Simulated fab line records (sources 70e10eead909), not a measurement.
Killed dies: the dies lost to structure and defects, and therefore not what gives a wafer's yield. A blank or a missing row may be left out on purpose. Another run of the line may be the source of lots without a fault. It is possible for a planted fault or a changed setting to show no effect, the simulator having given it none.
Which tool was responsible? | flow nand harc | 24 lots, 72 wafers sampled, at 5 steps of a route of 1302

## WHAT EACH GAUGE READ, for each wafer
NHARC_A_CHANNEL_HOLE_D1_CD_MEAS_30. Usual: cd nm reads 90.1 nm (standard deviation 1.3).
lot  | measured     | on        | cd nm (nm)     | flag
L074 | day 8 20:23  | cd sem-03 | 92.0 91.0 90.7 |
L075 | day 9 04:23  | cd sem-01 | 87.6 90.7 89.2 |
L076 | day 9 14:56  | cd sem-03 | 89.4 89.2 90.4 |
L077 | day 10 00:32 | cd sem-01 | 90.4 90.0 93.2 |
L078 | day 10 15:38 | cd sem-02 | 88.6 90.9 89.5 |
L079 | day 10 21:29 | cd sem-02 | 86.7 87.2 88.1 |
L080 | day 11 09:26 | cd sem-02 | 91.6 90.5 90.6 |
L081 | day 12 01:03 | cd sem-02 | 89.4 88.8 90.3 |
L082 | day 12 09:26 | cd sem-03 | 91.7 89.9 89.9 |
L083 | day 12 16:45 | cd sem-02 | 92.2 91.1 92.4 |
L084 | day 13 02:16 | cd sem-01 | 90.5 91.7 89.6 |
L086 | day 13 21:20 | cd sem-03 | 90.3 91.8 91.5 |
L085 | day 13 22:40 | cd sem-02 | 89.3 90.4 89.6 |
L088 | day 14 16:38 | cd sem-02 | 91.0 88.2 91.7 |
L089 | day 14 17:20 | cd sem-02 | 90.2 91.2 88.7 |
L087 | day 14 20:37 | cd sem-01 | 89.0 90.0 87.6 |
L090 | day 15 16:13 | cd sem-02 | 91.2 89.5 89.1 |
L091 | day 16 04:26 | cd sem-02 | 90.7 90.1 90.7 |
L092 | day 16 12:14 | cd sem-03 | 89.0 89.5 91.0 |
L093 | day 16 16:50 | cd sem-02 | 89.8 89.2 91.1 |
L094 | day 17 04:29 | cd sem-02 | 90.3 91.6 92.7 |
L095 | day 17 17:45 | cd sem-01 | 89.2 89.7 89.5 |
L096 | day 18 04:53 | cd sem-02 | 90.5 89.0 90.2 |
L097 | day 18 05:35 | cd sem-01 | 89.3 89.0 89.8 |

NHARC_A_ONON_D2_THK_MEAS_21: measures by ellipsometry. Usual: thk nm reads 1000 nm (standard deviation 7.6).
lot  | measured     | on            | thk nm (nm)    | flag
L074 | day 12 17:03 | film metro-02 | 997 997 997    |
L075 | day 13 09:56 | film metro-01 | 1006 1006 1005 |
L076 | day 13 13:43 | film metro-01 | 1000 1000 1000 |
L077 | day 13 19:26 | film metro-01 | 999 999 1000   |
L078 | day 14 18:04 | film metro-02 | 994 996 996    |
L079 | day 14 22:24 | film metro-02 | 1005 1004 1004 |
L080 | day 15 13:04 | film metro-01 | 1006 1006 1007 |
L081 | day 15 20:46 | film metro-01 | 984 983 985    |
L082 | day 16 19:59 | film metro-01 | 1001 1002 1004 |
L083 | day 17 07:34 | film metro-02 | 1006 1004 1005 |
L084 | day 17 07:34 | film metro-01 | 1006 1007 1007 |
L086 | day 17 19:26 | film metro-02 | 1016 1016 1016 |
L085 | day 17 19:26 | film metro-01 | 1005 1006 1005 |
L088 | day 18 22:33 | film metro-02 | 999 1001 999   |
L089 | day 18 22:34 | film metro-02 | 990 989 991    |
L087 | day 18 22:33 | film metro-01 | 999 1000 999   |
L090 | day 19 14:35 | film metro-02 | 984 986 983    |
L091 | day 20 03:43 | film metro-02 | 999 998 999    |
L092 | day 20 14:53 | film metro-01 | 1001 1001 1000 |
L093 | day 20 14:53 | film metro-02 | 995 995 995    |
L094 | day 21 08:47 | film metro-01 | 1002 1002 1002 |
L095 | day 21 21:27 | film metro-02 | 983 984 984    |
L096 | day 22 07:17 | film metro-02 | 1004 1003 1002 |
L097 | day 22 07:17 | film metro-01 | 1005 1004 1004 |

NHARC_A_CHANNEL_HOLE_D2_CD_MEAS_18. Usual: cd nm reads 99.0 nm (standard deviation 2.4).
lot  | measured     | on        | cd nm (nm)        | flag
L074 | day 13 02:03 | cd sem-03 | 97.9 102.6 100.0  |
L075 | day 13 19:29 | cd sem-02 | 97.2 97.8 100.8   |
L076 | day 14 02:50 | cd sem-02 | 102.8 104.4 98.8  |
L077 | day 14 07:34 | cd sem-03 | 103.0 102.4 97.7  |
L078 | day 15 01:31 | cd sem-02 | 98.2 96.1 95.7    |
L079 | day 15 05:49 | cd sem-03 | 101.2 100.8 101.5 |
L080 | day 15 20:52 | cd sem-03 | 98.9 99.5 101.6   |
L081 | day 16 03:23 | cd sem-03 | 96.5 98.5 98.8    |
L082 | day 17 02:43 | cd sem-02 | 98.2 99.2 96.8    |
L083 | day 17 14:28 | cd sem-02 | 95.8 98.6 95.8    |
L084 | day 17 14:04 | cd sem-03 | 98.3 94.5 96.0    |
L086 | day 18 01:56 | cd sem-02 | 101.1 103.2 100.2 |
L085 | day 18 03:54 | cd sem-01 | 99.7 101.3 99.1   |
L088 | day 19 09:00 | cd sem-02 | 104.5 99.1 102.5  |
L089 | day 19 09:35 | cd sem-03 | 100.3 98.2 100.8  |
L087 | day 19 07:40 | cd sem-02 | 100.0 99.7 95.6   |
L090 | day 19 20:46 | cd sem-02 | 98.1 98.2 99.6    |
L091 | day 20 09:58 | cd sem-02 | 97.5 98.3 98.1    |
L092 | day 20 21:03 | cd sem-02 | 93.8 97.6 96.4    |
L093 | day 20 21:24 | cd sem-03 | 99.8 97.9 94.1    |
L094 | day 21 16:07 | cd sem-03 | 93.1 100.5 96.3   |
L095 | day 22 03:44 | cd sem-01 | 94.8 97.7 100.2   |
L096 | day 22 16:10 | cd sem-02 | 98.3 100.4 99.2   |
L097 | day 22 16:19 | cd sem-02 | 100.0 101.6 101.0 |

## WHICH TOOL RAN EACH LOT (tool, then ch and the chambers of the sampled wafers, then the start)
lot  | NHARC_A_CHANNEL_FILL_D1_STRIP_29              | NHARC_A_CHANNEL_FILL_D1_CMP_10
L074 | rie diel-07 ch 0,2,3, day 10 18:47 or earlier | cmp-03 ch 0,1, day 10 18:47
L075 | rie diel-10 ch 1,2, day 11 07:57 or earlier   | cmp-03 ch 0,2,3, day 11 07:57
L076 | rie diel-11 ch 1,2, day 11 15:21 or earlier   | cmp-01 ch 1,3, day 11 15:21
L077 | rie diel-10 ch 0,1,2, day 12 00:31 or earlier | cmp-03 ch 0,2, day 12 00:31
L078 | rie diel-11 ch 0,3, day 12 16:28 or earlier   | cmp-03 ch 0,1,2, day 12 16:28
L079 | rie diel-07 ch 0,3, day 12 21:39 or earlier   | cmp-03 ch 1,3, day 12 21:39
L080 | rie diel-10 ch 0,2,3, day 13 10:18 or earlier | cmp-04 ch 1,2,3, day 13 10:18
L081 | rie diel-10 ch 0,3, day 14 00:43 or earlier   | cmp-03 ch 0,3, day 14 00:43
L082 | rie diel-11 ch 0,1,2, day 14 15:32 or earlier | cmp-01 ch 0,2,3, day 14 15:32
L083 | rie diel-11 ch 0,1,3, day 15 02:33 or earlier | cmp-03 ch 0,1,2, day 15 02:33
L084 | rie diel-11 ch 0,1,2, day 15 11:53 or earlier | cmp-04 ch 1,2,3, day 15 11:53
L086 | rie diel-07 ch 1,2,3, day 15 21:38 or earlier | cmp-04 ch 0,2,3, day 15 21:38
L085 | rie diel-11 ch 0,1,2, day 15 21:37 or earlier | cmp-03 ch 0,2,3, day 15 21:37
L088 | rie diel-10 ch 0,1,2, day 16 17:53 or earlier | cmp-03 ch 0,1, day 16 17:53
L089 | rie diel-11 ch 0,1, day 16 17:52 or earlier   | cmp-04 ch 0,1, day 16 17:52
L087 | rie diel-07 ch 2,3, day 16 17:53 or earlier   | cmp-01 ch 2,3, day 16 17:53
L090 | rie diel-07 ch 0,1, day 17 10:32              | cmp-04 ch 0,1, day 17 16:19
L091 | rie diel-10 ch 1,2, day 18 05:17 or earlier   | cmp-04 ch 1,2, day 18 05:17
L092 | rie diel-10 ch 1,2,3, day 18 12:38 or earlier | cmp-03 ch 0,1,3, day 18 12:38
L093 | rie diel-11 ch 0,1, day 18 11:26              | cmp-04 ch 1,2, day 18 17:06
L094 | rie diel-10 ch 0,1,3, day 19 04:13 or earlier | cmp-03 ch 0,1,3, day 19 04:13
L095 | rie diel-11 ch 0,3, day 19 19:40 or earlier   | cmp-01 ch 0,1,3, day 19 19:40
L096 | rie diel-07 ch 1,2,3, day 20 04:31 or earlier | cmp-01 ch 0,1, day 20 04:31
L097 | rie diel-11 ch 0,2,3, day 20 04:33 or earlier | cmp-04 ch 1,2, day 20 04:33
- NHARC_A_CHANNEL_FILL_D1_STRIP_29: strips in O2, time 20 s.
- NHARC_A_CHANNEL_FILL_D1_CMP_10: polishes, target thk 150 nm.

## AS READ BY THE TOOLS THEMSELVES (means over the sampled wafers that have a number; for cases with no such wafer, the mark the record gives instead)
NHARC_A_CHANNEL_FILL_D1_STRIP_29. Usual: drypump motor current A 5.5 A, standard deviation 0.42; mfc ar sccm 0.008 sccm, standard deviation 0.012; oes product au 1.000 a.u., standard deviation 0.0096; rf vpp V 57.7 V, standard deviation 0.89; showerhead plenum p Torr 3.48 Torr, standard deviation 0.11; throttle valve pct 17.036 %, standard deviation 0.0092.
lot  | tool        | drypump motor current A (A) | mfc ar sccm (sccm) | oes product au (a.u.) | rf vpp V (V) | showerhead plenum p Torr (Torr) | throttle valve pct (%) | flag
L074 | rie diel-07 | 5.7                         | 0.000              | 1.008                 | 57.9         | 3.49                            | 17.043                 |
L075 | rie diel-10 | 5.8                         | 0.013              | 1.003                 | 57.6         | 3.45                            | 17.030                 |
L076 | rie diel-11 | 5.6                         | 0.005              | 0.993                 | 57.8         | 3.52                            | 17.044                 |
L077 | rie diel-10 | 5.9                         | 0.007              | 0.993                 | 57.4         | 3.44                            | 17.037                 |
L078 | rie diel-11 | 5.0                         | 0.017              | 1.003                 | 57.9         | 3.48                            | 17.038                 |
L079 | rie diel-07 | 5.9                         | 0.000              | 1.004                 | 57.7         | 3.41                            | 17.030                 |
L080 | rie diel-10 | 5.8                         | 0.000              | 1.007                 | 58.1         | 3.52                            | 17.037                 |
L081 | rie diel-10 | 5.6                         | 0.000              | 0.998                 | 56.9         | 3.53                            | 17.039                 |
L082 | rie diel-11 | 5.4                         | 0.011              | 1.005                 | 57.7         | 3.50                            | 17.031                 |
L083 | rie diel-11 | 5.1                         | 0.009              | 0.994                 | 57.7         | 3.52                            | 17.038                 |
L084 | rie diel-11 | 5.4                         | 0.011              | 1.008                 | 56.9         | 3.50                            | 17.025                 |
L086 | rie diel-07 | 5.3                         | 0.012              | 1.003                 | 57.8         | 3.40                            | 17.046                 |
L085 | rie diel-11 | 5.4                         | 0.011              | 1.003                 | 56.8         | 3.50                            | 17.035                 |
L088 | rie diel-10 | 5.9                         | 0.007              | 0.993                 | 57.5         | 3.43                            | 17.041                 |
L089 | rie diel-11 | 5.2                         | 0.017              | 1.004                 | 57.1         | 3.48                            | 17.035                 |
L087 | rie diel-07 | 5.6                         | 0.001              | 1.005                 | 57.8         | 3.49                            | 17.032                 |
L090 | rie diel-07 | 5.1                         | 0.023              | 0.997                 | 57.3         | 3.38                            | 17.036                 |
L091 | rie diel-10 | 5.8                         | 0.013              | 1.000                 | 56.8         | 3.44                            | 17.042                 |
L092 | rie diel-10 | 5.7                         | 0.007              | 1.001                 | 58.3         | 3.53                            | 17.046                 |
L093 | rie diel-11 | 5.2                         | 0.017              | 1.012                 | 57.6         | 3.48                            | 17.046                 |
L094 | rie diel-10 | 5.7                         | 0.007              | 0.999                 | 57.9         | 3.44                            | 17.033                 |
L095 | rie diel-11 | 5.0                         | 0.017              | 0.989                 | 58.5         | 3.48                            | 17.037                 |
L096 | rie diel-07 | 5.3                         | 0.012              | 0.993                 | 57.3         | 3.40                            | 17.034                 |
L097 | rie diel-11 | 5.2                         | 0.011              | 0.999                 | 58.3         | 3.50                            | 17.035                 |

NHARC_A_CHANNEL_FILL_D1_CMP_10. Usual: edge zone pressure frac 0.999, standard deviation 0.0054; motor current A 10.9 A, standard deviation 0.92; slurry filter dp kPa 13.48 kPa, standard deviation 0.13; time to endpoint s 14.2 s, standard deviation 2.2.
lot  | tool   | edge zone pressure frac | motor current A (A) | slurry filter dp kPa (kPa) | time to endpoint s (s) | flag
L074 | cmp-03 | 1.003                   | 10.8                | 13.38                      | 15.6                   |
L075 | cmp-03 | 1.000                   | 10.4                | 13.55                      | 13.3                   |
L076 | cmp-01 | 1.005                   | 12.3                | 13.33                      | 12.9                   |
L077 | cmp-03 | 0.999                   | 10.9                | 13.31                      | 17.7                   |
L078 | cmp-03 | 0.998                   | 10.7                | 13.63                      | 12.8                   |
L079 | cmp-03 | 0.998                   | 11.1                | 13.39                      | 14.0                   |
L080 | cmp-04 | 1.000                   | 11.3                | 13.51                      | 14.2                   |
L081 | cmp-03 | 0.998                   | 10.0                | 13.60                      | 14.0                   |
L082 | cmp-01 | 1.000                   | 11.3                | 13.49                      | 17.9                   |
L083 | cmp-03 | 0.996                   | 10.7                | 13.57                      | 11.8                   |
L084 | cmp-04 | 1.001                   | 11.6                | 13.56                      | 14.4                   |
L086 | cmp-04 | 1.001                   | 10.5                | 13.50                      | 17.2                   |
L085 | cmp-03 | 1.003                   | 10.5                | 13.61                      | 14.4                   |
L088 | cmp-03 | 1.001                   | 10.8                | 13.58                      | 12.5                   |
L089 | cmp-04 | 0.997                   | 11.0                | 13.37                      | 13.0                   |
L087 | cmp-01 | 1.006                   | 11.8                | 13.41                      | 15.9                   |
L090 | cmp-04 | 1.000                   | 10.1                | 13.43                      | 16.7                   |
L091 | cmp-04 | 1.002                   | 10.9                | 13.54                      | 12.8                   |
L092 | cmp-03 | 0.997                   | 10.6                | 13.53                      | 11.9                   |
L093 | cmp-04 | 1.004                   | 10.9                | 13.53                      | 9.7                    |
L094 | cmp-03 | 1.001                   | 10.8                | 13.48                      | 14.3                   |
L095 | cmp-01 | 1.000                   | 12.0                | 13.45                      | 12.4                   |
L096 | cmp-01 | 1.002                   | 12.1                | 13.52                      | 12.1                   |
L097 | cmp-04 | 0.992                   | 10.5                | 13.43                      | 13.3                   |

## THE ANSWER, worked out from the rows above alone
Rule: a lot counts as off when the mean over its wafers that have a number is more than 3 standard deviations away from the usual mean. Also off: a lot with no number at a reading for which 4 or more lots have one. All remaining lots with rows at the step are treated as sound. The gauges are gone through in route order, then the tools' own readings, and for those a lot's mean is taken as printed above. The first step at which some lot is off is used, and at that step the reading that is off furthest; a lot without a number counts as furthest.
None of the lots is off at any reading shown; this tells nothing.

## WHAT WAS PUT IN BY THE SIMULATOR
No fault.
